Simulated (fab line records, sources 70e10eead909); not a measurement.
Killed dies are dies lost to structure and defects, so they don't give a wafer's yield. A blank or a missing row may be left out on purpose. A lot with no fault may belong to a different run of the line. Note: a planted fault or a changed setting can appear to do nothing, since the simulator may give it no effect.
fab line records	flow nand_harc
[record] lots = 11	wafers = 33	last_day = 33
route steps=1302 shown P_GATE@130 END@1302
lots untouched by any fault: they come from a run of this same line in which no faults occurred
start_h: hours from the record's first day to the start of the lot's first wafer shown	wait_h: hours from the lot's prior step to this one	" the same as in the row above	L1.1+2: a row that stands for several wafers	- either no value or no given start	* or withheld: withheld	< > ~ a bound
route shown NAME@n: NAME is a module with steps in the file, n the number in the route of the first one	usual: mean and standard deviation over wafers with no fault	same: alike in all rows	chamber/n: place in a boat	sites: readings site by site	_std_site: standard deviation of those values	_edge_site: the outer-site mean with the inner-site mean subtracted	radius_mm: how far each site lies from the wafer's centre	mask NAME#n: copy n	behind: the most recent tool/chamber to have shaped the wafer	hold: cause of the lot's hold/its duration in hours/its outcome	device: the n, p or np transistor that did not switch	end of line: the tests these same wafers got at the end of their route	a step without rows: its recipe alone	killed: the dies lost at the first sort to structure and to defects; this is not the yield of the wafer	map: a wafer's dies, marking killed ones x, the rest . and places with no die _
set.NAME: the run value of the setting; set.NAME@STEP: its run value at that earlier step	model.NAME: the simulator's own value behind a step, which no gauge read
a sample of lots followed through the steps of the route, with each step as a table and each wafer as a row
services: a tool's chamber out of use, with start hour (start_h, from the record's first day; less than 0 if before it), hours out, and reason
[[steps]]
[step NHARC_P_GATE_CVD_17]
[recipe] target_thk_a = 1500	temp_c = 620	time_s = 900	material = poly-Si
[usual] zone_power_bottom_pct = 13.6/0.6
lot.wafer	tool	chamber	start_h	wait_h	zone_power_bottom_pct
L650.3	lpcvd_poly-04	0	96.79	2.5	13.8
L650.4	"	0	"	"	14.1
L650.6	"	0	"	"	13.7
L652.1	lpcvd_poly-04	0	114.48	2.6	13.6
L652.4	"	0	"	"	13.7
L652.5	"	0	"	"	13.8
L653.3	lpcvd_poly-03	0	122.36	2.6	12.3
L653.5	"	0	"	"	12.4
L653.6	"	0	"	"	12.1
L662.2	lpcvd_poly-01	0	214.65	2.7	13.9
L662.5	"	0	"	"	13.7
L662.6	"	0	"	"	13.8
L664.1	lpcvd_poly-01	0	239.20	2.7	14.0
L664.2	"	0	"	"	13.8
L664.4	"	0	"	"	14.2
L665.3	lpcvd_poly-01	0	239.20	2.7	13.9
L665.4	"	0	"	"	13.7
L665.6	"	0	"	"	14.0
L666.1	lpcvd_poly-03	0	249.93	2.6	12.4
L666.3	"	0	"	"	12.3
L666.5	"	0	"	"	12.3
L669.4	lpcvd_poly-03	0	284.11	3.2	12.3
L669.5	"	0	"	"	12.5
L669.6	"	0	"	"	12.1
L671.1	lpcvd_poly-01	0	298.42	2.7	14.0
L671.4	"	0	"	"	13.9
L671.6	"	0	"	"	13.8
L672.4	lpcvd_poly-01	0	320.10	2.7	13.9
L672.5	"	0	"	"	13.7
L672.6	"	0	"	"	14.0
L673.2	lpcvd_poly-01	0	320.10	2.7	13.8
L673.4	"	0	"	"	13.5
L673.6	"	0	"	"	13.9
[step NHARC_P_GATE_INSPECT_28]
[usual] raw_defect_count = 6.4/2.9
lot.wafer	tool	chamber	start_h	wait_h	raw_defect_count
L650.3	defect_inspect-01	-	102.52	0.0	1
L650.4	"	-	"	"	7
L650.6	"	-	"	"	9
L652.1	defect_inspect-02	-	121.80	0.0	6
L652.4	"	-	"	"	9
L652.5	"	-	"	"	6
L653.3	defect_inspect-01	-	130.85	0.0	7
L653.5	"	-	"	"	7
L653.6	"	-	"	"	10
L662.2	defect_inspect-02	-	221.33	0.0	599
L662.5	"	-	"	"	603
L662.6	"	-	"	"	604
L665.3	defect_inspect-02	-	246.25	0.0	577
L665.4	"	-	"	"	601
L665.6	"	-	"	"	538
L664.1	defect_inspect-01	-	246.90	0.0	578
L664.2	"	-	"	"	597
L664.4	"	-	"	"	582
L666.1	defect_inspect-01	-	258.15	0.0	2
L666.3	"	-	"	"	7
L666.5	"	-	"	"	3
L669.4	defect_inspect-02	-	290.31	0.0	10
L669.5	"	-	"	"	9
L669.6	"	-	"	"	4
L671.1	defect_inspect-01	-	303.09	0.0	5
L671.4	"	-	"	"	6
L671.6	"	-	"	"	7
L672.4	defect_inspect-02	-	324.18	0.0	4
L672.5	"	-	"	"	4
L672.6	"	-	"	"	7
L673.2	defect_inspect-02	-	324.34	0.0	6
L673.4	"	-	"	"	11
L673.6	"	-	"	"	7
[step NHARC_P_GATE_ETCH_114]
[recipe] target_depth_a = 300	overetch_a = 30	time_s = 16.5	ion_energy_ev = 100	cf4_flow_sccm = 80	o2_flow_sccm = 20	ar_flow_sccm = 0	rf_w = 300	bias_w = 100	chemistry = CF4/O2
[usual] drypump_motor_current_A = 5.7/0.41	oes_f_703_au = 1.000/0.0046	oes_product_au = 1.003/0.0094	rf_vpp_V = 198.3/1.3	showerhead_plenum_p_Torr = 1.36/0.047	throttle_valve_pct = 13.399/0.0086
lot.wafer	tool	chamber	start_h	wait_h	drypump_motor_current_A	oes_f_703_au	oes_product_au	rf_hours_counter_h	rf_vpp_V	showerhead_plenum_p_Torr	throttle_valve_pct
L650.4	rie_diel-09	1	-	-	6.7	1.002	0.998	5.7	196.8	1.31	13.392
L650.3	"	2	"	"	5.8	0.993	1.002	6.2	196.6	1.32	13.412
L650.6	"	0	"	"	5.7	1.004	1.008	-	200.1	1.42	13.408
L652.4	rie_diel-10	2	-	-	5.0	0.998	1.023	3.9	200.1	1.42	13.392
L652.1	"	1	"	"	5.9	1.007	1.004	3.7	198.0	1.33	13.407
L652.5	"	3	"	"	5.1	0.994	1.000	-	197.9	1.36	13.399
L653.3	rie_diel-10	1	-	-	5.9	1.002	0.999	4.3	197.8	1.33	13.405
L653.5	"	2	"	"	5.0	0.994	1.021	-	198.2	1.41	13.403
L653.6	"	3	"	"	5.1	1.001	1.003	-	198.2	1.36	13.422
L662.2	rie_diel-09	0	-	-	5.7	0.999	1.009	4.7	197.4	1.41	13.407
L662.5	"	3	"	"	6.0	0.996	1.007	-	198.7	1.40	13.396
L662.6	"	0	"	"	5.7	0.995	1.006	-	201.3	1.41	13.399
L665.3	rie_diel-04	3	-	-	5.4	0.990	0.991	3.9	197.9	1.34	13.399
L665.4	"	2	"	"	5.8	1.007	0.998	3.5	197.3	1.29	13.398
L665.6	"	3	"	"	5.4	1.000	1.012	-	198.6	1.34	13.390
L664.2	rie_diel-09	2	-	-	5.8	0.997	0.999	5.1	196.3	1.32	13.401
L664.1	"	0	"	"	5.7	1.000	1.011	6.9	198.1	1.41	13.394
L664.4	"	0	"	"	5.7	0.999	1.012	-	199.6	1.41	13.406
L666.1	rie_diel-10	3	-	-	5.1	1.009	1.006	0.1	197.7	1.36	13.384
L666.3	"	0	"	"	5.8	1.002	0.994	0.0	196.4	1.31	13.399
L666.5	"	2	"	"	4.9	1.003	1.010	-	198.9	1.41	13.396
L669.4	rie_diel-09	2	-	-	5.8	1.010	0.993	7.7	197.6	1.31	13.402
L669.6	"	2	"	"	5.8	1.003	0.998	-	198.2	1.31	13.401
L669.5	"	3	"	"	6.0	0.999	1.004	-	198.7	1.40	13.390
L671.4	rie_diel-09	2	-	-	5.7	1.001	0.989	8.2	197.6	1.31	13.391
L671.1	"	1	"	"	6.7	0.994	0.985	7.1	197.1	1.30	13.402
L671.6	"	2	"	"	5.7	0.997	1.002	-	197.2	1.31	13.389
L672.4	rie_diel-04	2	-	-	5.8	0.999	1.000	8.1	196.5	1.29	13.383
L672.5	"	1	"	"	6.0	0.997	0.998	-	199.4	1.43	13.385
L672.6	"	2	"	"	5.8	0.997	0.997	-	196.1	1.29	13.399
L673.2	rie_diel-10	0	-	-	5.8	0.999	1.005	4.1	195.3	1.31	13.408
L673.4	"	1	"	"	5.9	0.998	1.012	3.6	198.2	1.33	13.413
L673.6	"	3	"	"	5.1	0.998	1.010	-	197.2	1.36	13.408
[step NHARC_P_GATE_STRIP_101]
[recipe] time_s = 20	o2_flow_sccm = 500	ar_flow_sccm = 0	bias_w = 0	chemistry = O2
[usual] drypump_motor_current_A = 5.7/0.41	oes_product_au = 1.001/0.0098	rf_vpp_V = 57.9/0.92	showerhead_plenum_p_Torr = 3.58/0.12	throttle_valve_pct = 17.037/0.0085
lot.wafer	tool	chamber	start_h	wait_h	drypump_motor_current_A	oes_product_au	rf_hours_counter_h	rf_vpp_V	showerhead_plenum_p_Torr	throttle_valve_pct
L650.4	rie_diel-04	0	113.36	0.1	5.4	0.997	4.5	56.0	3.53	17.049
L650.3	"	1	"	"	6.0	0.999	4.8	57.0	3.78	17.051
L650.6	"	0	"	"	5.4	0.994	-	58.5	3.53	17.044
L652.1	rie_diel-04	3	132.81	0.1	5.4	1.000	6.0	58.1	3.55	17.042
L652.5	"	2	"	"	5.9	0.991	-	56.7	3.41	17.030
L652.4	"	1	"	"	6.0	1.000	-	59.7	3.78	17.042
L653.3	rie_diel-10	3	143.90	0.1	5.1	1.008	5.3	56.7	3.59	17.052
L653.6	"	1	"	"	5.9	1.005	-	55.8	3.51	17.035
L653.5	"	2	"	"	4.9	1.021	-	58.1	3.73	17.057
L662.2	rie_diel-04	1	232.23	0.1	6.0	1.002	2.8	57.3	3.78	17.048
L662.5	"	0	"	"	5.4	0.986	-	56.3	3.53	17.042
L662.6	"	1	"	"	6.0	0.991	-	57.5	3.78	17.047
L665.3	rie_diel-10	2	257.25	0.1	4.9	1.006	0.0	58.4	3.73	17.046
L665.4	"	1	"	"	5.9	1.000	0.0	57.3	3.51	17.048
L665.6	"	2	"	"	4.9	1.002	-	59.1	3.73	17.037
L664.4	rie_diel-04	0	258.04	0.1	5.4	0.985	4.6	57.8	3.53	17.052
L664.2	"	1	"	"	6.1	1.000	4.1	58.0	3.78	17.041
L664.1	"	2	"	"	5.9	0.997	3.6	57.9	3.41	17.043
L666.1	rie_diel-09	0	269.09	0.1	5.7	1.016	8.4	58.6	3.73	17.027
L666.3	"	1	"	"	6.7	0.998	5.9	56.9	3.45	17.032
L666.5	"	0	"	"	5.7	1.017	-	56.9	3.73	17.039
L669.4	rie_diel-04	0	303.29	0.1	5.4	0.987	7.7	56.5	3.53	17.027
L669.6	"	3	"	"	5.5	1.006	-	59.3	3.54	17.033
L669.5	"	0	"	"	5.4	0.985	-	59.4	3.53	17.052
L671.4	rie_diel-10	2	314.04	0.1	4.9	1.017	3.3	59.0	3.72	17.040
L671.1	"	0	"	"	5.8	0.996	3.0	56.8	3.46	17.036
L671.6	"	3	"	"	5.1	1.017	-	58.3	3.58	17.029
L672.4	rie_diel-04	0	335.03	0.1	5.4	0.990	10.2	59.1	3.53	17.037
L672.5	"	2	"	"	5.9	1.002	-	57.2	3.40	17.028
L672.6	"	3	"	"	5.4	1.007	-	55.8	3.54	17.037
L673.4	rie_diel-04	1	335.85	0.1	6.0	0.990	9.7	58.8	3.77	17.035
L673.2	"	3	"	"	5.5	1.000	9.0	58.3	3.54	17.023
L673.6	"	1	"	"	6.0	0.999	-	58.5	3.77	17.032
[step NHARC_P_GATE_STRIP_111]
[recipe] power_w = 1500	temp_c = 110	time_s = 250	chemistry = N2/H2
[usual] drypump_motor_current_A = 5.4/0.4	heater_power_w = 84/5.1
lot.wafer	tool	chamber	start_h	wait_h	drypump_motor_current_A	heater_power_w	rf_hours_counter_h
L650.3	plasma_asher-02	1	114.90	0.2	6.0	84	-
L650.4	"	0	"	"	4.8	89	-
L650.6	"	1	"	"	6.0	83	-
L652.1	plasma_asher-02	0	134.34	0.2	4.8	87	10
L652.4	"	1	"	"	6.0	84	-
L652.5	"	0	"	"	4.8	88	-
L653.3	plasma_asher-01	1	145.33	0.2	5.3	85	-
L653.6	"	1	"	"	5.3	87	-
L653.5	"	0	"	"	5.3	76	-
L662.2	plasma_asher-01	0	233.68	0.2	5.4	77	12
L662.6	"	0	"	"	5.3	77	-
L662.5	"	1	"	"	5.3	89	-
L665.3	plasma_asher-02	1	258.82	0.2	6.0	90	-
L665.4	"	0	"	"	4.9	83	-
L665.6	"	1	"	"	6.0	89	-
L664.1	plasma_asher-01	1	259.49	0.2	5.3	90	18
L664.2	"	0	"	"	5.3	76	18
L664.4	"	0	"	"	5.3	77	-
L666.1	plasma_asher-01	1	270.41	0.2	5.3	91	20
L666.3	"	1	"	"	5.3	90	-
L666.5	"	1	"	"	5.3	88	-
L669.4	plasma_asher-01	1	304.89	0.3	5.3	89	-
L669.5	"	0	"	"	5.3	78	-
L669.6	"	1	"	"	5.3	88	-
L671.1	plasma_asher-02	0	315.64	0.4	4.8	84	11
L671.4	"	1	"	"	6.0	92	-
L671.6	"	1	"	"	6.0	91	-
L672.4	plasma_asher-02	0	336.70	0.2	4.9	84	-
L672.5	"	0	"	"	4.8	81	-
L672.6	"	1	"	"	6.0	91	-
L673.2	plasma_asher-02	0	337.35	0.2	4.9	82	15
L673.4	"	1	"	"	6.0	89	-
L673.6	"	1	"	"	6.0	92	-
[step NHARC_P_GATE_INSPECT_68]
[usual] raw_defect_count = 199/64
lot.wafer	tool	chamber	start_h	wait_h	raw_defect_count
L650.3	defect_inspect-01	-	120.82	0.1	127
L650.4	"	-	"	"	72
L650.6	"	-	"	"	262
L652.1	defect_inspect-01	-	140.16	0.2	216
L652.4	"	-	"	"	260
L652.5	"	-	"	"	228
L653.3	defect_inspect-02	-	154.69	0.1	227
L653.5	"	-	"	"	149
L653.6	"	-	"	"	150
L662.2	defect_inspect-01	-	239.70	0.1	799
L662.5	"	-	"	"	872
L662.6	"	-	"	"	871
L665.3	defect_inspect-01	-	264.68	0.1	811
L665.4	"	-	"	"	921
L665.6	"	-	"	"	728
L664.1	defect_inspect-01	-	265.51	0.2	751
L664.2	"	-	"	"	757
L664.4	"	-	"	"	709
L666.1	defect_inspect-01	-	276.40	0.2	175
L666.3	"	-	"	"	134
L666.5	"	-	"	"	143
L669.4	defect_inspect-01	-	310.74	0.1	181
L669.5	"	-	"	"	220
L669.6	"	-	"	"	122
L671.1	defect_inspect-02	-	321.60	0.2	229
L671.4	"	-	"	"	112
L671.6	"	-	"	"	255
L672.4	defect_inspect-02	-	342.62	0.1	240
L672.5	"	-	"	"	199
L672.6	"	-	"	"	141
L673.2	defect_inspect-01	-	343.22	0.1	189
L673.4	"	-	"	"	182
L673.6	"	-	"	"	267
[step NHARC_END_SORT_01]
[recipe] temp_c = 25
[usual] killed_at_array = 56/18	killed_at_other = 1.4/1.5	killed_at_periphery = 4/3.1	killed_dies = 61/19	killed_open = 3.5/1.8	killed_short = 2.4/1.4
[same] gross_dies = 677
lot.wafer	tool	chamber	start_h	wait_h	killed_at_array	killed_at_other	killed_at_periphery	killed_dies	killed_open	killed_short
L662.2	prober-01	0	709.54	2.8	75	0	87	162	2	2
L662.5	prober-01	0	711.92	3.7	71	0	89	160	1	5
L662.6	prober-01	0	712.71	4.0	77	0	93	170	2	2
L664.1	prober-02	0	729.28	2.5	49	1	92	142	2	2
L664.2	prober-02	0	730.06	2.8	51	1	90	142	6	6
L664.4	prober-02	0	731.63	3.3	45	4	90	139	4	1
L665.3	prober-01	0	740.17	3.1	49	0	88	137	4	5
L665.4	prober-01	0	740.98	3.4	46	0	98	144	3	2
L665.6	prober-01	0	742.58	4.0	49	0	84	133	5	1
// killed by level:class
L662.2 P_GATE:unspecified=83 A_CHANNEL_HOLE_D1:chamber_film_flake=34 A_SLIT:chamber_film_flake=32 P_ZERO_WELL:chamber_film_flake=2 A_STAIRCASE:chamber_film_flake=2 P_M0:geometric_particle:short=1 A_ONON_D1:geometric_particle:short=1 A_ONON_D1:geometric_particle:open=1
L662.5 P_GATE:unspecified=85 A_SLIT:chamber_film_flake=32 A_CHANNEL_HOLE_D1:chamber_film_flake=31 A_DECK1_JOINT:geometric_particle:short=2 P_M0:geometric_particle:short=1 P_M2:geometric_particle:short=1 A_STAIRCASE:geometric_particle:open=1 A_WL_FILL:geometric_particle:short=1
L662.6 P_GATE:unspecified=90 A_CHANNEL_HOLE_D1:chamber_film_flake=35 A_SLIT:chamber_film_flake=30 A_WL_FILL:chamber_film_flake=6 P_M0:geometric_particle:short=1 A_ONON_D2:geometric_particle:open=1 A_CHANNEL_HOLE_D2:geometric_particle:short=1 A_WL_FILL:geometric_particle:open=1
L664.1 P_GATE:unspecified=89 A_CHANNEL_HOLE_D2:chamber_film_flake=21 A_SLIT:chamber_film_flake=10 A_CHANNEL_HOLE_D1:chamber_film_flake=8 P_GATE:chamber_film_flake=2 A_STAIRCASE:chamber_film_flake=2 A_ONON_D1:geometric_particle:open=1 A_ONON_D2:geometric_particle:short=1
L664.2 P_GATE:unspecified=87 A_CHANNEL_HOLE_D2:chamber_film_flake=15 A_CHANNEL_HOLE_D1:chamber_film_flake=11 A_SLIT:chamber_film_flake=9 A_BLC:chamber_film_flake=4 A_WL_FILL:geometric_particle:short=3 A_ONON_D2:geometric_particle:open=2 P_CONTACT:geometric_particle:short=1
L664.4 P_GATE:unspecified=87 A_CHANNEL_HOLE_D2:chamber_film_flake=17 A_CHANNEL_HOLE_D1:chamber_film_flake=10 A_SLIT:chamber_film_flake=5 A_CONTACT:chamber_film_flake=3 A_STAIRCASE:chamber_film_flake=3 THIN_TSV:chamber_film_flake=3 A_BLC:chamber_film_flake=2
L665.3 P_GATE:unspecified=85 A_CHANNEL_HOLE_D1:chamber_film_flake=31 A_CONTACT:chamber_film_flake=5 A_BLC:geometric_particle:open=2 A_STAIRCASE:chamber_film_flake=2 A_SLIT:chamber_film_flake=2 A_WL_FILL:chamber_film_flake=2 P_ZERO_WELL:geometric_particle:short=1
L665.4 P_GATE:unspecified=94 A_CHANNEL_HOLE_D1:chamber_film_flake=29 P_ZERO_WELL:chamber_film_flake=4 A_SLIT:chamber_film_flake=3 A_ZERO_WELL:chamber_film_flake=2 A_STAIRCASE:chamber_film_flake=2 A_WL_FILL:chamber_film_flake=2 A_CONTACT:chamber_film_flake=2
L665.6 P_GATE:unspecified=78 A_CHANNEL_HOLE_D1:chamber_film_flake=35 A_SLIT:chamber_film_flake=4 A_WL_FILL:chamber_film_flake=4 P_GATE:chamber_film_flake=3 A_BLC:geometric_particle:open=2 A_CONTACT:chamber_film_flake=2 P_CONTACT:geometric_particle:open=1
[[services]]
tool	chamber	start_h	hours	kind
rie_diel-04	0	83.43	-	clean
rie_diel-04	1	83.43	-	clean
rie_diel-04	2	83.43	-	clean
rie_diel-04	3	83.43	-	clean
rie_diel-04	0	107.93	-	clean
rie_diel-04	1	107.93	-	clean
rie_diel-04	2	107.93	-	clean
rie_diel-04	3	107.93	-	clean
rie_diel-04	0	110.28	1.3	repair
rie_diel-04	2	124.07	7.6	repair
rie_diel-04	0	130.44	4.2	repair
plasma_asher-01	-	131.38	0.9	repair
plasma_asher-01	-	138.19	3.7	repair
rie_diel-09	-	143.10	9.0	pm
plasma_asher-02	-	150.38	2.6	repair
plasma_asher-02	-	153.00	3.4	repair
plasma_asher-01	-	165.00	9.0	pm
rie_diel-04	-	177.90	9.0	pm
rie_diel-10	-	242.50	9.0	pm
rie_diel-09	1	246.60	14.7	repair
plasma_asher-02	-	249.00	9.0	pm
plasma_asher-01	-	275.60	1.7	repair
rie_diel-04	1	293.79	5.0	repair
rie_diel-09	-	320.10	9.0	pm
[[key]]
[first_sign] step = NHARC_P_GATE_INSPECT_28	reading = raw_defect_count	direction = up	sigmas = 99+	usual = 6.4	struck = 586.6
[effect] step = NHARC_P_GATE_INSPECT_68	reading = raw_defect_count	direction = up	sigmas = 9.5	usual = 199	struck = 802
[effect] step = NHARC_END_SORT_01	reading = killed_at_periphery	direction = up	sigmas = 28	usual = 4	struck = 90
[more_kills_born_at] NHARC_P_GATE_CVD_17@lpcvd_poly-01 = 778
met_at NHARC_P_GATE_CVD_17
struck_lots L662,L664,L665
tester_left_out L662,L664,L665
not_acting_at NHARC_P_GATE_ETCH_114,NHARC_P_GATE_STRIP_101,NHARC_P_GATE_STRIP_111
[fault] kind = chamber_particle_source	tool = lpcvd_poly-01	chamber = -	onset_h = 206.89	steps = NHARC_P_GATE_CVD_17	rate_per_visit_cm2 = 0.8907	end_h = 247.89
// tester_left_out: of these lots the tester's yield and bins aren't shown, on N5 and GAA mostly nor the transistor test; their killed dies are dies lost to structure and defects alone, not to doping, threshold or leakage, so they don't give the yield
